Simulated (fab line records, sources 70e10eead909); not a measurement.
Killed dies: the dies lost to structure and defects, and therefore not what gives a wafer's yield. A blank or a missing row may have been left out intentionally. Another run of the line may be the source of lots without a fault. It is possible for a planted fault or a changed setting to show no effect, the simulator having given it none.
Code-filled problem report in 8D (eight disciplines) form / flow nandHarc / the parts of the form that need people (team, actions taken, sign-off) are left out

## 1. PROBLEM STATEMENT
NHARC_END_SORT_01, killedAtOther: mean 644.0 over 1 wafer from 1 lot; wafers with no fault: 0.8, standard deviation 1.2. So: +99 or more standard deviations from the usual mean.
The first sign was on wafer L928.6 at day 24 02:33, on prober-02. The record holds 3 wafers of 1 lot with a number at this step. Rule for "out", or "out of limits": more than 4 standard deviations from the usual mean. Any other wafer with a number is counted as sound.

## 2. WHAT IT IS; WHAT IT IS NOT
question=which readings at this step; is=killedAtOther, defectLimitedYield, killedDies, sort_bin_3_pct, sortNPass, sortRimYieldPct, sortYieldPct; is not=killedAtArray, killedAtPeriphery, killedOpen, killedShort, sort_bin_2_pct, sort_bin_4_pct
question=which lots; is=L928; is not=-
question=which wafers of those lots; is=L928.6; is not=L928.1, L928.3
question=read on which gauges; is=prober-02; is not=-
question=when; is=from day 24 02:33; is not=up to then (2 sound wafers)

## 3. WHAT RULES OUT EACH SUSPECT
Counting: a tool at a process step up to the reading stays a suspect if it ran every lot that is out. Sound lots after the first of them don't rule it out here, since some wafers of a struck lot are sound.
- the gauge at NHARC_END_SORT_01: kept. All the wafers that are out were read on prober-02, and no step on other tools shows them out.
- pvdSputter-03 at NHARC_A_M1_PVD_20 (deposits TaN, target thk 5 nm, time 8.06 s): kept. It ran the lot that is out, L928 (day 22 05:14). NHARC_A_M1_PVD_20 gives no start for some lots, so the hours and the order of its lots are those of NHARC_A_M1_ANNEAL_31.
- rtpAnneal-01 at NHARC_A_M1_ANNEAL_31 (time 90 s): kept. It ran the lot that is out, L928 (day 22 05:14).
- pvdSputter-01 at NHARC_THIN_TSV_PVD_24 (deposits Al, target thk 800 nm): kept. It ran the lot that is out, L928 (day 23 07:44).
Left after counting: pvdSputter-03 at NHARC_A_M1_PVD_20, rtpAnneal-01 at NHARC_A_M1_ANNEAL_31, pvdSputter-01 at NHARC_THIN_TSV_PVD_24, prober-02 at NHARC_END_SORT_01.

## 4. THE CAUSE (what the simulator had put in)
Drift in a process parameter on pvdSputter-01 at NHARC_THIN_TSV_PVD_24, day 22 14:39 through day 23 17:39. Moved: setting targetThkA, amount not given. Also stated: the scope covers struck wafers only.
This tool is one of the 4 suspects left after counting.

## 5. THE EFFECT CHAIN, in route order
Each row: a reading where the mean over the struck wafers with a number is more than 3 standard deviations away from the usual. Only readings whose record carries a usual standard deviation are examined. hours: median over the lots of the time between each lot's start at the first step of this table that gives one and its start at this step. sigmas: the change, counted in usual standard deviations.
hours=0; step=NHARC_END_SORT_01; reading=defectLimitedYield; usual=95.6 %; on struck wafers=0.0; change=-95.6; sigmas=-68
hours=0; step=NHARC_END_SORT_01; reading=killedAtOther; usual=0.8; on struck wafers=644.0; change=+643.2; sigmas=+99 or more
hours=0; step=NHARC_END_SORT_01; reading=killedDies; usual=30; on struck wafers=677; change=+647; sigmas=+71
hours=0; step=NHARC_END_SORT_01; reading=sort_bin_3_pct; usual=0.25 %; on struck wafers=95.42; change=+95.17; sigmas=+99 or more
hours=0; step=NHARC_END_SORT_01; reading=sortNPass; usual=647; on struck wafers=0; change=-647; sigmas=-71
hours=0; step=NHARC_END_SORT_01; reading=sortRimYieldPct; usual=95.4 %; on struck wafers=0.0; change=-95.4; sigmas=-32
hours=0; step=NHARC_END_SORT_01; reading=sortYieldPct; usual=95.6 %; on struck wafers=0.0; change=-95.6; sigmas=-68

## 6. HOW IT WOULD HAVE BEEN CAUGHT EARLIER
In this record the first reading out of limits at a measuring or inspecting step was taken at day 24 02:33, 36 hours after the fault began at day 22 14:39.
Lots out: 1; all had begun NHARC_THIN_TSV_PVD_24 on pvdSputter-01 by day 24 02:33. A hold on the tool at that time would have spared none of them.
